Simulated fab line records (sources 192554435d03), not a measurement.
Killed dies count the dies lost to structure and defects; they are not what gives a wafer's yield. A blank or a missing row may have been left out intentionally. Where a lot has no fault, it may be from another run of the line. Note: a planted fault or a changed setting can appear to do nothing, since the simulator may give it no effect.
Chamber matching / flow n5-finfet / N5_SDB_ETCH_25 on rie-diel-05 has 4 sister chambers
The step etches SiO2 in C4F6/O2, target depth 10 nm, time 3.3 s. 16 wafers are shown with their chamber, then 8 later ones without.

== WAFERS PAIRED WITH THEIR CHAMBERS ==
wafer=L077.2; chamber=2; throttle-valve-pct (%)=21.11; rf-vpp-V (V)=672; showerhead-plenum-p-Torr (Torr)=2.91
wafer=L077.4; chamber=3; throttle-valve-pct (%)=21.13; rf-vpp-V (V)=667; showerhead-plenum-p-Torr (Torr)=2.87
wafer=L077.5; chamber=2; throttle-valve-pct (%)=21.10; rf-vpp-V (V)=674; showerhead-plenum-p-Torr (Torr)=2.91
wafer=L078.2; chamber=3; throttle-valve-pct (%)=21.13; rf-vpp-V (V)=667; showerhead-plenum-p-Torr (Torr)=2.87
wafer=L078.5; chamber=3; throttle-valve-pct (%)=21.13; rf-vpp-V (V)=668; showerhead-plenum-p-Torr (Torr)=2.87
wafer=L078.6; chamber=2; throttle-valve-pct (%)=21.12; rf-vpp-V (V)=673; showerhead-plenum-p-Torr (Torr)=2.91
wafer=L082.1; chamber=2; throttle-valve-pct (%)=21.14; rf-vpp-V (V)=674; showerhead-plenum-p-Torr (Torr)=2.90
wafer=L082.2; chamber=3; throttle-valve-pct (%)=21.14; rf-vpp-V (V)=668; showerhead-plenum-p-Torr (Torr)=2.87
wafer=L082.4; chamber=0; throttle-valve-pct (%)=21.30; rf-vpp-V (V)=681; showerhead-plenum-p-Torr (Torr)=2.87
wafer=L084.1; chamber=0; throttle-valve-pct (%)=21.30; rf-vpp-V (V)=680; showerhead-plenum-p-Torr (Torr)=2.87
wafer=L084.3; chamber=1; throttle-valve-pct (%)=21.34; rf-vpp-V (V)=680; showerhead-plenum-p-Torr (Torr)=2.86
wafer=L084.5; chamber=2; throttle-valve-pct (%)=21.14; rf-vpp-V (V)=672; showerhead-plenum-p-Torr (Torr)=2.90
wafer=L087.1; chamber=0; throttle-valve-pct (%)=21.32; rf-vpp-V (V)=679; showerhead-plenum-p-Torr (Torr)=2.86
wafer=L087.5; chamber=0; throttle-valve-pct (%)=21.31; rf-vpp-V (V)=678; showerhead-plenum-p-Torr (Torr)=2.86
wafer=L087.6; chamber=1; throttle-valve-pct (%)=21.34; rf-vpp-V (V)=678; showerhead-plenum-p-Torr (Torr)=2.86
wafer=L091.1; chamber=2; throttle-valve-pct (%)=21.15; rf-vpp-V (V)=673; showerhead-plenum-p-Torr (Torr)=2.89

SIGNATURES (averages over the wafers above)
reading=throttle-valve-pct; chamber 0=21.3075; chamber 1=21.3400; chamber 2=21.1267; chamber 3=21.1325; scatter within a chamber=0.0138
reading=rf-vpp-V; chamber 0=679.50; chamber 1=679.00; chamber 2=673.00; chamber 3=667.50; scatter within a chamber=1
reading=showerhead-plenum-p-Torr; chamber 0=2.8650; chamber 1=2.8600; chamber 2=2.9033; chamber 3=2.8700; scatter within a chamber=0.00601
Rule: for a wafer and a chamber, the distance is found by dividing, reading by reading, the gap between the wafer's reading and the chamber's mean by the reading's scatter, squaring, summing and taking the root. If the next closest chamber is less than 2 further off than the closest, the wafer can't be placed; otherwise it belongs to the closest. How the scatter is found: for the shown wafers, subtract from each reading the mean of its chamber, square and add these, divide the total by (wafers less chambers), then take the root.

== WAFERS WHOSE CHAMBER IS MISSING ==
wafer=L091.2; throttle-valve-pct (%)=21.18; rf-vpp-V (V)=668; showerhead-plenum-p-Torr (Torr)=2.86
wafer=L091.4; throttle-valve-pct (%)=21.37; rf-vpp-V (V)=678; showerhead-plenum-p-Torr (Torr)=2.86
wafer=L092.3; throttle-valve-pct (%)=21.34; rf-vpp-V (V)=681; showerhead-plenum-p-Torr (Torr)=2.86
wafer=L092.5; throttle-valve-pct (%)=21.33; rf-vpp-V (V)=678; showerhead-plenum-p-Torr (Torr)=2.86
wafer=L092.6; throttle-valve-pct (%)=21.19; rf-vpp-V (V)=667; showerhead-plenum-p-Torr (Torr)=2.86
wafer=L095.1; throttle-valve-pct (%)=21.19; rf-vpp-V (V)=667; showerhead-plenum-p-Torr (Torr)=2.86
wafer=L095.3; throttle-valve-pct (%)=21.37; rf-vpp-V (V)=678; showerhead-plenum-p-Torr (Torr)=2.85
wafer=L095.6; throttle-valve-pct (%)=21.16; rf-vpp-V (V)=672; showerhead-plenum-p-Torr (Torr)=2.89

== WHICH CHAMBER EACH WENT THROUGH ==
wafer=L091.2; from the rows above=3; in truth=3
wafer=L091.4; from the rows above=1; in truth=1
wafer=L092.3; from the rows above=can't be placed: 1 or 0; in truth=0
wafer=L092.5; from the rows above=can't be placed: 1 or 0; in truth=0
wafer=L092.6; from the rows above=3; in truth=3
wafer=L095.1; from the rows above=3; in truth=3
wafer=L095.3; from the rows above=1; in truth=1
wafer=L095.6; from the rows above=2; in truth=2
Correctly placed: 6 of 8. Unplaceable from these rows: 2, with the true chamber sitting among the candidates in 2. Wrongly placed: 0.
